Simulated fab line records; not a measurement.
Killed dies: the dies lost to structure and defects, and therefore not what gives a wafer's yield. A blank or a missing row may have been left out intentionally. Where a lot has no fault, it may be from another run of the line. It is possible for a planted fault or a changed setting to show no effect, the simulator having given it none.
Chamber matching | flow nand harc | 4 sister chambers for NHARC_A_STAIRCASE_DESCUM_312 on rie diel-04
The step chemistry O2, time 3 s. 8 wafers are shown with their chamber, then 7 later ones without.

== WAFERS PAIRED WITH THEIR CHAMBERS ==
wafer  | chamber | drypump motor current A (A) | showerhead plenum p Torr (Torr)
L076.3 | 3       | 6.1                         | 2.01
L076.4 | 2       | 5.6                         | 1.78
L085.3 | 3       | 6.1                         | 2.01
L086.1 | 2       | 5.6                         | 1.77
L086.2 | 0       | 6.0                         | 1.95
L086.6 | 1       | 6.2                         | 2.07
L092.2 | 1       | 6.2                         | 2.07
L092.3 | 0       | 5.9                         | 1.95

== WAFERS WITH NO CHAMBER GIVEN ==
wafer  | drypump motor current A (A) | showerhead plenum p Torr (Torr)
L092.4 | 5.6                         | 1.77
L088.1 | 6.2                         | 2.07
L088.4 | 5.7                         | 1.77
L088.6 | 6.0                         | 2.00
L093.1 | 6.2                         | 2.07
L093.3 | 6.0                         | 1.95
L093.6 | 5.6                         | 1.77

== WHICH CHAMBER EACH ONE RAN IN ==
wafer  | from the rows above | in truth
L092.4 | 2                   | 2
L088.1 | 1                   | 1
L088.4 | 2                   | 2
L088.6 | 3                   | 3
L093.1 | 1                   | 1
L093.3 | 0                   | 0
L093.6 | 2                   | 2
7 of 7 placed correctly. Not placeable from these rows: 0. Placed wrongly: 0.
How it was worked out, from the rows above alone: a wafer's distance from a chamber is the root of the sum, over the readings, of the square of ((its reading less the chamber's mean) divided by the reading's scatter). If the next closest chamber is less than 2 further off than the closest, the wafer can't be placed; otherwise it belongs to the closest. A chamber's mean is the mean of its shown wafers. The scatter: the root of (the sum of the squares of (reading less its chamber's mean) over the shown wafers, divided by (wafers less chambers)).
